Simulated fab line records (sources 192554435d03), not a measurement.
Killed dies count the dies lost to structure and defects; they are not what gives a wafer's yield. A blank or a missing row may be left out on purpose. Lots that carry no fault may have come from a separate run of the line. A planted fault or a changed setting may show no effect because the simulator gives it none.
Comparing a struck lot with a sound one | flow n5Finfet | 16 out of 1938 route steps
Sound: these wafers, L299.1, L299.2, L299.4. Struck: wafer L292.4; the same lot's L292.2 was not struck, so it is left out; see the end for the cause.
For every step that has rows: the tool of each side, followed by ch and its chambers, followed by its first start. Under that, the readings that differ: sound wafers | struck wafers | difference of the means | sigmas: that difference in standard deviations of wafers without a fault.
alike: readings whose means differ by less than 2 such deviations, and words and numbers that are the same on both sides. not compared: withheld readings, readings that some wafer has no value for, bounds like >300 that may hide the same value, and numbers for which the record gives no deviation and whose values overlap.
Wherever a step has rows on one side only, a row that says differs or no value, or a row with sigmas, the two part there. When numbers do not overlap yet have no deviation, they are printed without sigmas and do not part them. A reading that every wafer of one side lacks parts them only if that side has two wafers or more.

first, 3 steps without rows for these wafers: N5_HKMG_FIN_STRIP_89 (strips SOC in N2/H2, time 20 s); N5_HKMG_FIN_WET_ETCH_87 (etches TiN in SC1, time 154.2 s, target depth 4.7 nm, rinse time 30 s); N5_HKMG_FIN_STRIP_88 (strips in N2/H2, time 360 s).
N5_HKMG_FIN_NWFM_ALD_20: deposits TiAlC, target thk 2 nm, pulse time 3 s, purge time 2 s.
  sound on aldMetal-01 ch 1,2,3, day 8 00:05; struck on aldMetal-04 ch 1, day 6 10:01
  alike: heaterPowerW, precursorPulseHeightRel
  not compared: aldCycles
N5_HKMG_FIN_ALD_71: deposits TiN, target thk 1 nm, pulse time 1 s, purge time 3 s.
  sound on aldMetal-01 ch 1,2,3, day 8 00:11; struck on aldMetal-04 ch 1, day 6 10:07
  alike: heaterPowerW, precursorPulseHeightRel
  not compared: aldCycles
then, 4 steps without rows for these wafers: N5_HKMG_FIN_COAT_66 (time 60 s, resist thk 300 nm); N5_HKMG_FIN_ETCH_67 (etches SOC in N2/H2, stops on TiN, target depth 388.9 nm); N5_HKMG_FIN_STRIP_90 (strips SOC in N2/H2, time 20 s); N5_HKMG_FIN_WET_ETCH_73 (etches the open film in SC1, time 42.3 s, target depth 1.3 nm, rinse time 30 s).
N5_HKMG_FIN_ETCHBACK_68: etches the open film in Cl2/Ar, stops on HfO2, target depth 0.5 nm.
  sound on rieMetal-03 ch 0,1, day 8 00:47; struck on rieMetal-01 ch 0, day 6 10:54
  alike: drypumpMotorCurrentA, mfcCl2Sccm, oesProductAu, throttleValvePct
  not compared: rfHoursCounterH
N5_HKMG_FIN_STRIP_69: strips in N2/H2, time 360 s.
  sound on plasmaAsher-02 ch 0,1, day 8 00:56; struck on plasmaAsher-02 ch 0, day 6 11:02
  alike: drypumpMotorCurrentA, heaterPowerW
  not compared: rfHoursCounterH
N5_HKMG_FIN_ALD_21: deposits TiN, target thk 1.5 nm, pulse time 1 s, purge time 3 s.
  sound on aldMetal-01 ch 0,2,3, day 8 01:19; struck on aldMetal-01 ch 2, day 6 11:25
  alike: heaterPowerW, precursorPulseHeightRel
  not compared: aldCycles
N5_HKMG_FIN_ALD_72: deposits W, target thk 2 nm, pulse time 1 s, purge time 2 s.
  sound on cvdW-01 ch 0,1, day 8 01:41; struck on cvdW-02 ch 1, day 6 11:47
reading                               | sound   | struck | difference | sigmas
aldCycles                             | 7 7 7   | 11     | +4         | 
model.W_of_HKMG_FIN_ALD_72.thkNm (nm) | 2 2 2.2 | 3      | +1         | 
  alike: heaterPowerW, precursorPulseHeightRel
then, 1 step without rows for these wafers: N5_HKMG_FIN_W_FILL_22 (material W, target thk 60 nm, time 18.2 s).
-- here the record skips 3 days between the struck wafers' starts before and after, leaving off in module HKMG_FIN and picking up in module BEOL_M4 (first step shown: number 1111 of the route) --
N5_BEOL_M4_RC_MEAS_101:
  sound on prober-02 ch 0, day 12 13:04; struck on prober-02 ch 0, day 9 21:45
reading        | sound          | struck | difference | sigmas
IOFF_P (nA/um) | 0.25 0.31 0.28 | 0.18   | -0.10      | -3
ION_N (uA/um)  | 686 691 687    | 663    | -25        | -2
ION_P (uA/um)  | 473 479 475    | 455    | -21        | -3
VT_P (mV)      | -246 -243 -245 | -253   | -8         | -2
  alike: DIBL_N, DIBL_P, IOFF_N, SS_N, SS_P, VT_N
-- here the record skips 4 days between the struck wafers' starts before and after, leaving off in module BEOL_M4 and picking up in module PASSIVATION (first step shown: number 1936 of the route) --
N5_PASSIVATION_PROBE_49:
  sound on prober-02, day 16 08:36; struck on prober-02, day 14 02:31
  alike: defectLimitedYield, killed_at_M0_to_M3, killed_at_M4_up, killedAtContacts, killedAtFrontEnd, killedAtOther, killedDies, killedOpen, killedShort, sort_bin_4_leakage, sort_bin_5_function, sort_bin_6_memory, sortNPass, sortYieldPct

== WHERE THEY PART ==
N5_BEOL_M4_RC_MEAS_101 only, going by this record. Later steps at which nothing parts them and some readings are alike: N5_PASSIVATION_PROBE_49.

WHY: what had been put in by the simulator
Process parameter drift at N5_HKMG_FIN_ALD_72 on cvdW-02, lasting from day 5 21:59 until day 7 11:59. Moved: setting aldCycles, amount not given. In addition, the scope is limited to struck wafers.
